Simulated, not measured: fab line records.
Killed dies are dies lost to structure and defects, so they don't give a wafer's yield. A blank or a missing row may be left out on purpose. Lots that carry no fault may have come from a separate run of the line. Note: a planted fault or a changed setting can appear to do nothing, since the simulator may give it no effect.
Which of the tools did it?	flow nandHarc	72 wafers from 24 lots sampled at 6 of the route's 1302 steps

== WHAT THE GAUGES READ, wafer by wafer ==
The record holds no reading of a measuring or inspecting step that can be judged against a usual standard deviation.

== EACH LOT AND THE TOOL THAT RAN IT (in order: tool; ch and the chambers of the sampled wafers; start) ==
lot	NHARC_A_CONTACT_ETCH_120	NHARC_A_CONTACT_ETCH_122	NHARC_A_CONTACT_ETCH_90	NHARC_A_CONTACT_ETCH_128	NHARC_A_CONTACT_ETCH_129	NHARC_A_CONTACT_ETCH_131
L074	harCapEtch-02 ch 0,1, day 21 09:08	harCapEtch-02 ch 0,1, day 21 09:29	rieDiel-11 ch 1,2, day 21 10:38	harCapEtch-03 ch 0,1, day 22 00:31	harCapEtch-03 ch 0,1, day 22 00:41	harCapEtch-03 ch 0,1, day 22 01:03
L075	harCapEtch-01 ch 0,1, day 21 11:58	harCapEtch-01 ch 0,1, day 21 12:19	rieDiel-08 ch 1,3, day 21 13:26	harCapEtch-02 ch 0,1, day 22 01:02	harCapEtch-02 ch 0,1, day 22 01:16	harCapEtch-02 ch 0,1, day 22 01:44
L076	harCapEtch-03 ch 0,1, day 22 08:02	harCapEtch-03 ch 0,1, day 22 08:23	rieDiel-11 ch 0,2,3, day 22 09:31	harCapEtch-01 ch 0,1, day 22 17:33	harCapEtch-01 ch 0,1, day 22 17:47	harCapEtch-01 ch 0,1, day 22 18:16
L077	harCapEtch-03 ch 0,1, day 22 23:56	harCapEtch-03 ch 0,1, day 23 00:16	rieDiel-08 ch 1,2, day 23 01:26	harCapEtch-03 ch 0,1, day 23 11:17	harCapEtch-03 ch 0,1, day 23 11:28	harCapEtch-03 ch 0,1, day 23 11:49
L078	harCapEtch-01 ch 0,1, day 23 09:28	harCapEtch-01 ch 0,1, day 23 09:49	rieDiel-11 ch 0,3, day 23 10:54	harCapEtch-01 ch 0,1, day 23 18:39	harCapEtch-01 ch 0,1, day 23 18:50	harCapEtch-01 ch 0,1, day 23 19:11
L080	harCapEtch-02 ch 0,1, day 23 15:54	harCapEtch-02 ch 0,1, day 23 16:14	rieDiel-03 ch 0,1,3, day 23 17:29	harCapEtch-01 ch 0,1, day 24 01:02	harCapEtch-01 ch 0,1, day 24 01:13	harCapEtch-01 ch 0,1, day 24 01:34
L079	harCapEtch-03 ch 0,1, day 23 20:30	harCapEtch-03 ch 0,1, day 23 20:50	rieDiel-03 ch 0,2,3, day 23 22:00	harCapEtch-03 ch 0,1, day 24 06:07	harCapEtch-03 ch 0,1, day 24 06:21	harCapEtch-03 ch 0,1, day 24 06:50
L081	harCapEtch-03 ch 0,1, day 24 23:56	harCapEtch-03 ch 0,1, day 25 00:17	rieDiel-03 ch 1,2, day 25 01:21	harCapEtch-03 ch 0,1, day 25 09:37	harCapEtch-03 ch 0,1, day 25 09:47	harCapEtch-03 ch 0,1, day 25 10:09
L083	harCapEtch-01 ch 0,1, day 25 01:18	harCapEtch-01 ch 0,1, day 25 01:38	rieDiel-11 ch 0,1,3, day 25 02:47	harCapEtch-01 ch 0,1, day 25 10:27	harCapEtch-01 ch 0,1, day 25 10:37	harCapEtch-01 ch 0,1, day 25 10:59
L082	harCapEtch-02 ch 0,1, day 25 03:08	harCapEtch-02 ch 0,1, day 25 03:29	rieDiel-11 ch 0,1, day 25 04:34	harCapEtch-02 ch 0,1, day 25 13:35	harCapEtch-02 ch 0,1, day 25 13:46	harCapEtch-02 ch 0,1, day 25 14:07
L085	harCapEtch-03 ch 0,1, day 26 06:16	harCapEtch-03 ch 0,1, day 26 06:37	rieDiel-11 ch 0,1,3, day 26 07:47	harCapEtch-03 ch 0, day 26 15:38	harCapEtch-03 ch 0, day 26 15:49	harCapEtch-03 ch 0, day 26 16:10
L084	harCapEtch-01 ch 0,1, day 26 06:37	harCapEtch-01 ch 0,1, day 26 06:58	rieDiel-03 ch 0,3, day 26 08:07	harCapEtch-01 ch 0,1, day 26 16:19	harCapEtch-01 ch 0,1, day 26 16:29	harCapEtch-01 ch 0,1, day 26 16:50
L086	harCapEtch-02 ch 0,1, day 26 12:07	harCapEtch-02 ch 0,1, day 26 12:28	rieDiel-03 ch 0,2, day 26 13:34	harCapEtch-03 ch 0,1, day 27 04:10	harCapEtch-03 ch 0,1, day 27 04:20	harCapEtch-03 ch 0,1, day 27 04:41
L087	harCapEtch-02 ch 0,1, day 26 20:34	harCapEtch-02 ch 0,1, day 26 20:55	rieDiel-03 ch 0,1,2, day 26 22:02	harCapEtch-02 ch 0,1, day 27 11:25	harCapEtch-02 ch 0,1, day 27 11:35	harCapEtch-02 ch 0,1, day 27 11:57
L088	harCapEtch-03 ch 0,1, day 27 11:47	harCapEtch-03 ch 0,1, day 27 12:08	rieDiel-11 ch 0,1, day 27 13:16	harCapEtch-01 ch 0,1, day 27 20:49	harCapEtch-01 ch 0,1, day 27 20:59	harCapEtch-01 ch 0,1, day 27 21:20
L089	harCapEtch-01 ch 0,1, day 27 12:04	harCapEtch-01 ch 0,1, day 27 12:25	rieDiel-11 ch 0,1, day 27 13:28	harCapEtch-02 ch 0,1, day 27 22:38	harCapEtch-02 ch 0,1, day 27 22:49	harCapEtch-02 ch 0,1, day 27 23:10
L091	harCapEtch-02 ch 0,1, day 28 11:02	harCapEtch-02 ch 0,1, day 28 11:23	rieDiel-11 ch 0,1,2, day 28 12:32	harCapEtch-01 ch 0,1, day 28 22:45	harCapEtch-01 ch 0,1, day 28 22:56	harCapEtch-01 ch 0,1, day 28 23:17
L090	harCapEtch-03 ch 0,1, day 28 17:04	harCapEtch-03 ch 0,1, day 28 17:25	rieDiel-11 ch 0,1,3, day 28 18:36	harCapEtch-02 ch 0,1, day 29 04:25	harCapEtch-02 ch 0,1, day 29 04:36	harCapEtch-02 ch 0,1, day 29 04:57
L092	harCapEtch-01 ch 1, day 29 14:39	harCapEtch-01 ch 1, day 29 14:59	rieDiel-11 ch 1,3, day 29 16:07	harCapEtch-02 ch 1, day 29 23:53	harCapEtch-02 ch 1, day 30 00:04	harCapEtch-02 ch 1, day 30 00:25
L093	harCapEtch-03 ch 0,1, day 29 20:37	harCapEtch-03 ch 0,1, day 29 21:05	rieDiel-08 ch 0,1,2, day 29 22:29	harCapEtch-01 ch 0,1, day 30 06:08	harCapEtch-01 ch 0,1, day 30 06:19	harCapEtch-01 ch 0,1, day 30 06:40
L096	harCapEtch-03 ch 0,1, day 30 10:11	harCapEtch-03 ch 0,1, day 30 10:31	rieDiel-11 ch 0,1,2, day 30 11:40	harCapEtch-01 ch 0,1, day 30 21:23	harCapEtch-01 ch 0,1, day 30 21:34	harCapEtch-01 ch 0,1, day 30 21:55
L095	harCapEtch-02 ch 0,1, day 30 10:25	harCapEtch-02 ch 0,1, day 30 10:46	rieDiel-11 ch 2,3, day 30 11:50	harCapEtch-03 ch 0,1, day 30 22:23	harCapEtch-03 ch 0,1, day 30 22:34	harCapEtch-03 ch 0,1, day 30 22:56
L097	harCapEtch-03 ch 0, day 30 15:13	harCapEtch-03 ch 0, day 30 15:33	rieDiel-11 ch 0,1, day 30 16:42	harCapEtch-02 ch 0, day 31 01:14	harCapEtch-02 ch 0, day 31 01:25	harCapEtch-02 ch 0, day 31 01:46
L094	harCapEtch-02 ch 0,1, day 30 19:25	harCapEtch-02 ch 0,1, day 30 19:46	rieDiel-11 ch 1,2,3, day 30 20:56	harCapEtch-03 ch 0,1, day 31 06:16	harCapEtch-03 ch 0,1, day 31 06:26	harCapEtch-03 ch 0,1, day 31 06:47
- NHARC_A_CONTACT_ETCH_120: etches the open film in C4F8/O2/Ar, time 190 s, target depth 1850 nm.
- NHARC_A_CONTACT_ETCH_122: etches the open film in C4F8/O2/Ar, time 190 s, target depth 1850 nm.
- NHARC_A_CONTACT_ETCH_90: etches the open film in CH3F/O2, target depth 40 nm, time 85.7 s.
- NHARC_A_CONTACT_ETCH_128: etches the open film in C4F8/O2/Ar, time 197 s, target depth 1918 nm.
- NHARC_A_CONTACT_ETCH_129: etches the open film in C4F8/O2/Ar, time 197 s, target depth 1918 nm.
- NHARC_A_CONTACT_ETCH_131: etches the open film in C4F8/O2/Ar, time 197 s, target depth 1918 nm.

== AS READ BY THE TOOLS THEMSELVES (means over the sampled wafers that have a number; for cases with no such wafer, the mark the record gives instead) ==
NHARC_A_CONTACT_ETCH_120.
lot	tool	oesAirLineAu (a.u.)
L074	harCapEtch-02	1.001
L075	harCapEtch-01	1.011
L076	harCapEtch-03	1.007
L077	harCapEtch-03	0.998
L078	harCapEtch-01	0.992
L080	harCapEtch-02	1.011
L079	harCapEtch-03	1.000
L081	harCapEtch-03	0.977
L083	harCapEtch-01	1.000
L082	harCapEtch-02	0.994
L085	harCapEtch-03	0.985
L084	harCapEtch-01	1.012
L086	harCapEtch-02	1.017
L087	harCapEtch-02	1.001
L088	harCapEtch-03	1.001
L089	harCapEtch-01	1.022
L091	harCapEtch-02	0.986
L090	harCapEtch-03	1.002
L092	harCapEtch-01	1.021
L093	harCapEtch-03	1.003
L096	harCapEtch-03	0.993
L095	harCapEtch-02	1.009
L097	harCapEtch-03	0.994
L094	harCapEtch-02	0.995

NHARC_A_CONTACT_ETCH_122.
lot	tool	oesAirLineAu (a.u.)
L074	harCapEtch-02	0.997
L075	harCapEtch-01	1.020
L076	harCapEtch-03	0.992
L077	harCapEtch-03	1.011
L078	harCapEtch-01	0.989
L080	harCapEtch-02	1.011
L079	harCapEtch-03	0.974
L081	harCapEtch-03	1.007
L083	harCapEtch-01	1.012
L082	harCapEtch-02	0.984
L085	harCapEtch-03	1.003
L084	harCapEtch-01	0.986
L086	harCapEtch-02	1.016
L087	harCapEtch-02	0.998
L088	harCapEtch-03	1.029
L089	harCapEtch-01	0.977
L091	harCapEtch-02	0.993
L090	harCapEtch-03	1.006
L092	harCapEtch-01	1.002
L093	harCapEtch-03	0.992
L096	harCapEtch-03	0.999
L095	harCapEtch-02	1.010
L097	harCapEtch-03	1.009
L094	harCapEtch-02	0.983

NHARC_A_CONTACT_ETCH_90.
lot	tool	drypumpMotorCurrentA (A)	oesProductAu (a.u.)	rfVppV (V)	showerheadPlenumPTorr (Torr)	throttleValvePct (%)
L074	rieDiel-11	5.5	1.00	245.5	2.49	20.657
L075	rieDiel-08	5.8	0.92	243.6	2.45	20.662
L076	rieDiel-11	5.8	0.92	244.8	2.46	20.660
L077	rieDiel-08	5.9	0.92	243.7	2.41	20.656
L078	rieDiel-11	6.1	0.93	243.8	2.40	20.659
L080	rieDiel-03	5.8	0.93	245.0	2.50	20.661
L079	rieDiel-03	6.1	0.92	245.1	2.44	20.662
L081	rieDiel-03	5.9	1.00	244.4	2.46	20.654
L083	rieDiel-11	5.7	1.00	244.4	2.45	20.662
L082	rieDiel-11	5.3	0.93	245.3	2.53	20.660
L085	rieDiel-11	5.8	1.00	243.5	2.45	20.666
L084	rieDiel-03	6.0	0.93	245.0	2.52	20.655
L086	rieDiel-03	6.2	0.92	242.7	2.35	20.656
L087	rieDiel-03	5.9	0.93	244.2	2.41	20.672
L088	rieDiel-11	5.3	1.00	245.0	2.53	20.661
L089	rieDiel-11	5.3	0.92	243.9	2.53	20.667
L091	rieDiel-11	5.4	0.93	244.8	2.50	20.654
L090	rieDiel-11	5.8	1.00	243.8	2.44	20.662
L092	rieDiel-11	5.9	0.93	243.9	2.42	20.659
L093	rieDiel-08	6.1	0.92	243.7	2.40	20.669
L096	rieDiel-11	5.4	0.92	244.9	2.50	20.664
L095	rieDiel-11	6.2	1.00	243.1	2.37	20.665
L097	rieDiel-11	5.3	1.00	245.0	2.49	20.669
L094	rieDiel-11	5.8	0.98	244.1	2.42	20.661

NHARC_A_CONTACT_ETCH_128.
lot	tool	oesAirLineAu (a.u.)
L074	harCapEtch-03	0.969
L075	harCapEtch-02	1.021
L076	harCapEtch-01	1.010
L077	harCapEtch-03	1.013
L078	harCapEtch-01	0.993
L080	harCapEtch-01	0.989
L079	harCapEtch-03	1.010
L081	harCapEtch-03	0.997
L083	harCapEtch-01	0.998
L082	harCapEtch-02	0.983
L085	harCapEtch-03	1.008
L084	harCapEtch-01	0.993
L086	harCapEtch-03	0.978
L087	harCapEtch-02	0.999
L088	harCapEtch-01	1.003
L089	harCapEtch-02	1.017
L091	harCapEtch-01	1.018
L090	harCapEtch-02	1.012
L092	harCapEtch-02	1.009
L093	harCapEtch-01	1.001
L096	harCapEtch-01	0.995
L095	harCapEtch-03	0.995
L097	harCapEtch-02	1.005
L094	harCapEtch-03	0.997

NHARC_A_CONTACT_ETCH_129.
lot	tool	oesAirLineAu (a.u.)
L074	harCapEtch-03	1.009
L075	harCapEtch-02	1.013
L076	harCapEtch-01	0.989
L077	harCapEtch-03	0.997
L078	harCapEtch-01	0.998
L080	harCapEtch-01	1.015
L079	harCapEtch-03	0.983
L081	harCapEtch-03	0.997
L083	harCapEtch-01	0.998
L082	harCapEtch-02	0.999
L085	harCapEtch-03	1.013
L084	harCapEtch-01	0.992
L086	harCapEtch-03	0.990
L087	harCapEtch-02	0.998
L088	harCapEtch-01	0.999
L089	harCapEtch-02	0.997
L091	harCapEtch-01	0.980
L090	harCapEtch-02	1.004
L092	harCapEtch-02	0.989
L093	harCapEtch-01	0.994
L096	harCapEtch-01	1.003
L095	harCapEtch-03	1.017
L097	harCapEtch-02	1.001
L094	harCapEtch-03	1.021

NHARC_A_CONTACT_ETCH_131.
lot	tool	oesAirLineAu (a.u.)
L074	harCapEtch-03	1.014
L075	harCapEtch-02	1.006
L076	harCapEtch-01	1.000
L077	harCapEtch-03	1.007
L078	harCapEtch-01	1.012
L080	harCapEtch-01	0.994
L079	harCapEtch-03	0.979
L081	harCapEtch-03	1.027
L083	harCapEtch-01	0.998
L082	harCapEtch-02	0.994
L085	harCapEtch-03	0.986
L084	harCapEtch-01	1.006
L086	harCapEtch-03	0.986
L087	harCapEtch-02	0.996
L088	harCapEtch-01	1.007
L089	harCapEtch-02	0.989
L091	harCapEtch-01	1.010
L090	harCapEtch-02	1.001
L092	harCapEtch-02	1.011
L093	harCapEtch-01	0.985
L096	harCapEtch-01	0.975
L095	harCapEtch-03	1.001
L097	harCapEtch-02	1.011
L094	harCapEtch-03	1.024

== THE ANSWER, worked out from the rows above alone ==
Rule: usual is defined by the lots themselves. The widest of any qualifying gaps counts: lots, ordered by their means at a reading, are off when they make up no more than a third of the lots, leave a main group of 4 or more, and stand apart from it by 3 or more times the standard deviation of that group's means. Not used: any main group whose means are identical at the precision the tables above print for the reading. A lot without any number at a reading at which 4 lots or more have one is off too. All remaining lots with rows at the step are treated as sound. After the gauges, taken in route order, come the tools' own readings; for these a lot's mean is taken, as printed above. At the first step where some lot is off, the reading lying furthest off is the one used; lots without a number count as furthest.
No lot is off on any of the readings shown, so nothing can be concluded from this.

== WHAT THE SIMULATOR HAD PUT IN ==
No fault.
